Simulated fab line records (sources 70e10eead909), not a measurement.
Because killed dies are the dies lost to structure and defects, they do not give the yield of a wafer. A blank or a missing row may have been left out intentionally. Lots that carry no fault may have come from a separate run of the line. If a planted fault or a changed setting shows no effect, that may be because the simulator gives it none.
Chamber matching / flow nandHarc / NHARC_P_M1_PRE_CLEAN_32 on pecvd-03: 3 sister chambers
The step time 12 s. 18 wafers are shown with their chamber, then 9 later ones without.

WAFERS, EACH WITH ITS CHAMBER
wafer=L076.2; chamber=0; heaterPowerW (W)=677
wafer=L076.3; chamber=2; heaterPowerW (W)=599
wafer=L076.4; chamber=0; heaterPowerW (W)=680
wafer=L077.1; chamber=2; heaterPowerW (W)=547
wafer=L077.5; chamber=1; heaterPowerW (W)=552
wafer=L077.6; chamber=2; heaterPowerW (W)=536
wafer=L078.4; chamber=1; heaterPowerW (W)=603
wafer=L078.5; chamber=0; heaterPowerW (W)=604
wafer=L078.6; chamber=2; heaterPowerW (W)=543
wafer=L083.1; chamber=1; heaterPowerW (W)=599
wafer=L083.5; chamber=1; heaterPowerW (W)=620
wafer=L083.6; chamber=2; heaterPowerW (W)=647
wafer=L086.1; chamber=0; heaterPowerW (W)=640
wafer=L086.2; chamber=1; heaterPowerW (W)=600
wafer=L086.3; chamber=2; heaterPowerW (W)=636
wafer=L088.1; chamber=2; heaterPowerW (W)=634
wafer=L088.3; chamber=1; heaterPowerW (W)=666
wafer=L088.4; chamber=2; heaterPowerW (W)=651

SIGNATURES (averages over the wafers above)
reading=heaterPowerW; chamber 0=650.25; chamber 1=606.67; chamber 2=599.12; scatter within a chamber=43.3
Rule: a wafer's distance from a chamber is the root of the sum, over the readings, of the square of ((its reading less the chamber's mean) divided by the reading's scatter). If the next closest chamber is less than 2 further off than the closest, the wafer can't be placed; otherwise it belongs to the closest. The scatter: the root of (the sum of the squares of (reading less its chamber's mean) over the shown wafers, divided by (wafers less chambers)).

WAFERS WITH NO CHAMBER GIVEN
wafer=L090.1; heaterPowerW (W)=639
wafer=L090.3; heaterPowerW (W)=638
wafer=L090.5; heaterPowerW (W)=638
wafer=L093.1; heaterPowerW (W)=542
wafer=L093.5; heaterPowerW (W)=606
wafer=L093.6; heaterPowerW (W)=532
wafer=L096.1; heaterPowerW (W)=653
wafer=L096.3; heaterPowerW (W)=660
wafer=L096.6; heaterPowerW (W)=573

THE CHAMBER EACH PASSED THROUGH
wafer=L090.1; from the rows above=can't be placed: 0 or 1 or 2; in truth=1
wafer=L090.3; from the rows above=can't be placed: 0 or 1 or 2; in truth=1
wafer=L090.5; from the rows above=can't be placed: 0 or 1 or 2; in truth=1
wafer=L093.1; from the rows above=can't be placed: 2 or 1 or 0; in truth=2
wafer=L093.5; from the rows above=can't be placed: 1 or 2 or 0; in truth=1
wafer=L093.6; from the rows above=can't be placed: 2 or 1 or 0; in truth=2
wafer=L096.1; from the rows above=can't be placed: 0 or 1 or 2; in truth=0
wafer=L096.3; from the rows above=can't be placed: 0 or 1 or 2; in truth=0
wafer=L096.6; from the rows above=can't be placed: 2 or 1 or 0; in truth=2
Correctly placed: 0 of 9. From these rows, 9 cannot be placed; in 9 the true chamber is one of the candidates. Number placed wrongly: 0.
